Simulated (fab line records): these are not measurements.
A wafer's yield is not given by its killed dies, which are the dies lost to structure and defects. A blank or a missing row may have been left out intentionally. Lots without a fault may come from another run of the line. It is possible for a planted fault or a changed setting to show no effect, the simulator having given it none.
Chamber matching :: flow nand harc :: NHARC_A_CHANNEL_FILL_D2_ALD_16 on ald hk-01 has 4 sister chambers
The step deposits SiO2, target thk 1.5 nm, pulse time 10 s, ald cycles 15. 20 wafers are shown with their chamber, then 10 later ones without.

## EACH WAFER AND ITS CHAMBER
wafer: L076.3
chamber: 2
heater power w (W): 550
susceptor temp C (C): 299.87
precursor pulse height rel: 0.968

wafer: L076.4
chamber: 3
heater power w (W): 506
susceptor temp C (C): 300.13
precursor pulse height rel: 1.008

wafer: L076.5
chamber: 2
heater power w (W): 538
susceptor temp C (C): 299.76
precursor pulse height rel: 1.000

wafer: L079.2
chamber: 2
heater power w (W): 539
susceptor temp C (C): 300.10
precursor pulse height rel: 0.994

wafer: L079.3
chamber: 0
heater power w (W): 441
susceptor temp C (C): 299.98
precursor pulse height rel: 0.995

wafer: L079.4
chamber: 3
heater power w (W): 523
susceptor temp C (C): 299.66
precursor pulse height rel: 1.005

wafer: L081.1
chamber: 2
heater power w (W): 526
susceptor temp C (C): 300.08
precursor pulse height rel: 1.043

wafer: L081.5
chamber: 2
heater power w (W): 529
susceptor temp C (C): 299.53
precursor pulse height rel: 1.009

wafer: L081.6
chamber: 3
heater power w (W): 532
susceptor temp C (C): 299.96
precursor pulse height rel: 1.003

wafer: L083.1
chamber: 1
heater power w (W): 430
susceptor temp C (C): 300.20
precursor pulse height rel: 0.992

wafer: L083.3
chamber: 2
heater power w (W): 532
susceptor temp C (C): 300.01
precursor pulse height rel: 0.972

wafer: L083.5
chamber: 1
heater power w (W): 440
susceptor temp C (C): 299.83
precursor pulse height rel: 0.963

wafer: L084.2
chamber: 1
heater power w (W): 440
susceptor temp C (C): 300.14
precursor pulse height rel: 1.010

wafer: L084.5
chamber: 2
heater power w (W): 534
susceptor temp C (C): 300.03
precursor pulse height rel: 1.002

wafer: L084.6
chamber: 3
heater power w (W): 527
susceptor temp C (C): 300.18
precursor pulse height rel: 0.984

wafer: L085.2
chamber: 1
heater power w (W): 441
susceptor temp C (C): 299.67
precursor pulse height rel: 0.992

wafer: L085.3
chamber: 3
heater power w (W): 520
susceptor temp C (C): 300.42
precursor pulse height rel: 0.977

wafer: L085.5
chamber: 1
heater power w (W): 430
susceptor temp C (C): 299.71
precursor pulse height rel: 0.992

wafer: L087.1
chamber: 3
heater power w (W): 532
susceptor temp C (C): 300.05
precursor pulse height rel: 1.027

wafer: L087.2
chamber: 2
heater power w (W): 542
susceptor temp C (C): 299.98
precursor pulse height rel: 0.997

SIGNATURES (means of the wafers above)
reading: heater power w
chamber 0: 441.00
chamber 1: 436.20
chamber 2: 536.25
chamber 3: 523.33
scatter within a chamber: 7.98

reading: susceptor temp C
chamber 0: 299.9800
chamber 1: 299.9100
chamber 2: 299.9200
chamber 3: 300.0667
scatter within a chamber: 0.227

reading: precursor pulse height rel
chamber 0: 0.99500
chamber 1: 0.98980
chamber 2: 0.99812
chamber 3: 1.00067
scatter within a chamber: 0.0202
Rule: a wafer lies at a distance from a chamber equal to the root of the sum of squares, over the readings, of (its reading less the chamber's mean, divided by the reading's scatter). The wafer belongs to the nearest chamber; if the next one is less than 2 further off, it can't be placed. The scatter is the square root of a quotient: the sum, over the shown wafers, of each reading's squared deviation from its chamber's mean, divided by wafers minus chambers.

## WAFERS WITHOUT THEIR CHAMBER
wafer: L087.5
heater power w (W): 451
susceptor temp C (C): 299.94
precursor pulse height rel: 1.027

wafer: L088.1
heater power w (W): 547
susceptor temp C (C): 299.92
precursor pulse height rel: 0.977

wafer: L088.3
heater power w (W): 442
susceptor temp C (C): 299.89
precursor pulse height rel: 0.999

wafer: L088.4
heater power w (W): 506
susceptor temp C (C): 300.03
precursor pulse height rel: 0.991

wafer: L096.1
heater power w (W): 457
susceptor temp C (C): 299.84
precursor pulse height rel: 1.026

wafer: L096.4
heater power w (W): 561
susceptor temp C (C): 299.93
precursor pulse height rel: 0.986

wafer: L096.6
heater power w (W): 458
susceptor temp C (C): 300.00
precursor pulse height rel: 0.977

wafer: L095.1
heater power w (W): 452
susceptor temp C (C): 299.98
precursor pulse height rel: 0.997

wafer: L095.4
heater power w (W): 442
susceptor temp C (C): 299.67
precursor pulse height rel: 1.017

wafer: L095.6
heater power w (W): 439
susceptor temp C (C): 300.13
precursor pulse height rel: 1.003

## EACH ONE'S CHAMBER
wafer: L087.5
from the rows above: can't be placed: 0 or 1
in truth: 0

wafer: L088.1
from the rows above: can't be placed: 2 or 3
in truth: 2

wafer: L088.3
from the rows above: can't be placed: 0 or 1
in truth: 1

wafer: L088.4
from the rows above: can't be placed: 3 or 2
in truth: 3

wafer: L096.1
from the rows above: can't be placed: 0 or 1
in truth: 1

wafer: L096.4
from the rows above: can't be placed: 2 or 3
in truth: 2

wafer: L096.6
from the rows above: can't be placed: 0 or 1
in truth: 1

wafer: L095.1
from the rows above: can't be placed: 0 or 1
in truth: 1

wafer: L095.4
from the rows above: can't be placed: 0 or 1
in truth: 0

wafer: L095.6
from the rows above: can't be placed: 0 or 1
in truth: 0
0 of 10 placed correctly. Cannot be placed on the basis of these rows: 10; the candidates contain the true chamber in 10. Wrongly placed: 0.
